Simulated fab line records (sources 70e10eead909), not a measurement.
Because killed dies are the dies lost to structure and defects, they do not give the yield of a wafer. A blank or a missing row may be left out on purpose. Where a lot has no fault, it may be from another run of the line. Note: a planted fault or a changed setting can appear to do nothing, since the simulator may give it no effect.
Which tool did it? / flow nandHarc / Sampling: 12 lots, 36 wafers, 5 of 1302 route steps

== WHAT EACH GAUGE READ, for each wafer ==
NHARC_A_CONTACT_CD_MEAS_15.
lot=L075; measured=day 22 17:49; on=cdSem-02; cdNm (nm)=189.9 190.2 190.5
lot=L079; measured=day 25 01:13; on=cdSem-02; cdNm (nm)=189.8 189.8 189.3
lot=L081; measured=day 25 08:08; on=cdSem-02; cdNm (nm)=190.4 189.7 190.2
lot=L080; measured=day 25 10:59; on=cdSem-02; cdNm (nm)=189.8 189.3 189.3
lot=L083; measured=day 26 11:17; on=cdSem-02; cdNm (nm)=190.8 191.2 190.4
lot=L085; measured=day 27 19:13; on=cdSem-01; cdNm (nm)=189.8 189.9 189.8
lot=L087; measured=day 28 12:47; on=cdSem-01; cdNm (nm)=190.2 190.6 190.2
lot=L086; measured=day 28 17:36; on=cdSem-02; cdNm (nm)=189.2 189.9 190.1
lot=L092; measured=day 29 12:22; on=cdSem-01; cdNm (nm)=189.5 189.2 189.2
lot=L094; measured=day 30 05:47; on=cdSem-02; cdNm (nm)=190.7 190.0 190.9
lot=L095; measured=day 31 16:08; on=cdSem-01; cdNm (nm)=190.0 188.3 188.7
lot=L097; measured=day 32 01:40; on=cdSem-01; cdNm (nm)=189.6 189.8 189.4

== EACH LOT AND THE TOOL THAT RAN IT (in order: tool; ch and the chambers of the sampled wafers; start) ==
lot=L075; NHARC_A_CONTACT_ETCH_124=harCapEtch-02 ch 0,1, day 22 07:31; NHARC_A_CONTACT_ETCH_128=harCapEtch-02 ch 0,1, day 22 08:16; NHARC_A_CONTACT_ETCH_97=rieDiel-13 ch 1,3, day 22 13:51 or earlier; NHARC_A_CONTACT_DEP_85=pecvd-01 ch 0,2, day 22 13:51
lot=L079; NHARC_A_CONTACT_ETCH_124=harCapEtch-01 ch 0,1, day 24 11:42; NHARC_A_CONTACT_ETCH_128=harCapEtch-01 ch 0,1, day 24 12:25; NHARC_A_CONTACT_ETCH_97=rieDiel-13 ch 1,3, day 24 20:37 or earlier; NHARC_A_CONTACT_DEP_85=pecvd-04 ch 1,2, day 24 20:37
lot=L081; NHARC_A_CONTACT_ETCH_124=harCapEtch-01 ch 0,1, day 24 17:24; NHARC_A_CONTACT_ETCH_128=harCapEtch-01 ch 0,1, day 24 18:07; NHARC_A_CONTACT_ETCH_97=rieDiel-06 ch 0,1, day 24 19:58; NHARC_A_CONTACT_DEP_85=pecvd-02 ch 0,1,2, day 25 03:36
lot=L080; NHARC_A_CONTACT_ETCH_124=harCapEtch-03 ch 0,1, day 25 01:20; NHARC_A_CONTACT_ETCH_128=harCapEtch-03 ch 0,1, day 25 02:04; NHARC_A_CONTACT_ETCH_97=rieDiel-06 ch 0,1, day 25 03:50; NHARC_A_CONTACT_DEP_85=pecvd-02 ch 0,1, day 25 06:47
lot=L083; NHARC_A_CONTACT_ETCH_124=harCapEtch-01 ch 0,1, day 26 01:53; NHARC_A_CONTACT_ETCH_128=harCapEtch-01 ch 0,1, day 26 02:37; NHARC_A_CONTACT_ETCH_97=rieDiel-06 ch 1,2, day 26 07:12 or earlier; NHARC_A_CONTACT_DEP_85=pecvd-02 ch 0,1, day 26 07:12
lot=L085; NHARC_A_CONTACT_ETCH_124=harCapEtch-03 ch 0,1, day 27 06:24; NHARC_A_CONTACT_ETCH_128=harCapEtch-03 ch 0,1, day 27 07:07; NHARC_A_CONTACT_ETCH_97=rieDiel-01 ch 2,3, day 27 08:51; NHARC_A_CONTACT_DEP_85=pecvd-02 ch 0,1, day 27 14:48
lot=L087; NHARC_A_CONTACT_ETCH_124=harCapEtch-02 ch 0,1, day 28 00:35; NHARC_A_CONTACT_ETCH_128=harCapEtch-02 ch 0,1, day 28 01:18; NHARC_A_CONTACT_ETCH_97=rieDiel-06 ch 1,2,3, day 28 08:14 or earlier; NHARC_A_CONTACT_DEP_85=pecvd-01 ch 1,2, day 28 08:14
lot=L086; NHARC_A_CONTACT_ETCH_124=harCapEtch-01 ch 1, day 28 06:15; NHARC_A_CONTACT_ETCH_128=harCapEtch-01 ch 1, day 28 06:59; NHARC_A_CONTACT_ETCH_97=rieDiel-13 ch 0,1,2, day 28 13:19 or earlier; NHARC_A_CONTACT_DEP_85=pecvd-04 ch 0,1,2, day 28 13:19
lot=L092; NHARC_A_CONTACT_ETCH_124=harCapEtch-02 ch 0,1, day 28 22:13; NHARC_A_CONTACT_ETCH_128=harCapEtch-02 ch 0,1, day 28 22:56; NHARC_A_CONTACT_ETCH_97=rieDiel-06 ch 0,2, day 29 00:47; NHARC_A_CONTACT_DEP_85=pecvd-01 ch 0,1,2, day 29 08:12
lot=L094; NHARC_A_CONTACT_ETCH_124=harCapEtch-01 ch 0,1, day 29 20:14; NHARC_A_CONTACT_ETCH_128=harCapEtch-01 ch 0,1, day 29 20:58; NHARC_A_CONTACT_ETCH_97=rieDiel-13 ch 0,1, day 30 01:40 or earlier; NHARC_A_CONTACT_DEP_85=pecvd-02 ch 0,2, day 30 01:40
lot=L095; NHARC_A_CONTACT_ETCH_124=harCapEtch-02 ch 0,1, day 31 06:46; NHARC_A_CONTACT_ETCH_128=harCapEtch-02 ch 0,1, day 31 07:28; NHARC_A_CONTACT_ETCH_97=rieDiel-06 ch 2,3, day 31 12:05 or earlier; NHARC_A_CONTACT_DEP_85=pecvd-02 ch 1,2, day 31 12:05
lot=L097; NHARC_A_CONTACT_ETCH_124=harCapEtch-01 ch 0,1, day 31 16:26; NHARC_A_CONTACT_ETCH_128=harCapEtch-01 ch 0,1, day 31 17:10; NHARC_A_CONTACT_ETCH_97=rieDiel-06 ch 0,3, day 31 21:41 or earlier; NHARC_A_CONTACT_DEP_85=pecvd-04 ch 0,1,2, day 31 21:41
- NHARC_A_CONTACT_ETCH_124: etches the open film in C4F8/O2/Ar, time 140 s, target depth 700 nm.
- NHARC_A_CONTACT_ETCH_128: etches the open film in C4F8/O2/Ar, time 197 s, target depth 1918 nm.
- NHARC_A_CONTACT_ETCH_97: etches the open film in C4F6/O2, target depth 20 nm, time 10 s.
- NHARC_A_CONTACT_DEP_85: deposits SiON, target thk 60 nm.

== THE ANSWER, worked out from the rows above alone ==
Rule: what is usual is taken from the lots themselves. The widest of any qualifying gaps counts: lots, ordered by their means at a reading, are off when they make up no more than a third of the lots, leave a main group of 4 or more, and stand apart from it by 3 or more times the standard deviation of that group's means. A main group is skipped when, at the precision printed for the reading in the tables above, its means are all equal. Also off: a lot with no number at a reading for which 4 or more lots have one. The other lots that the step has rows for count as sound.
Across all readings shown, no lot is off: no conclusion can be drawn from this.

== WHAT THE SIMULATOR HAD PUT IN ==
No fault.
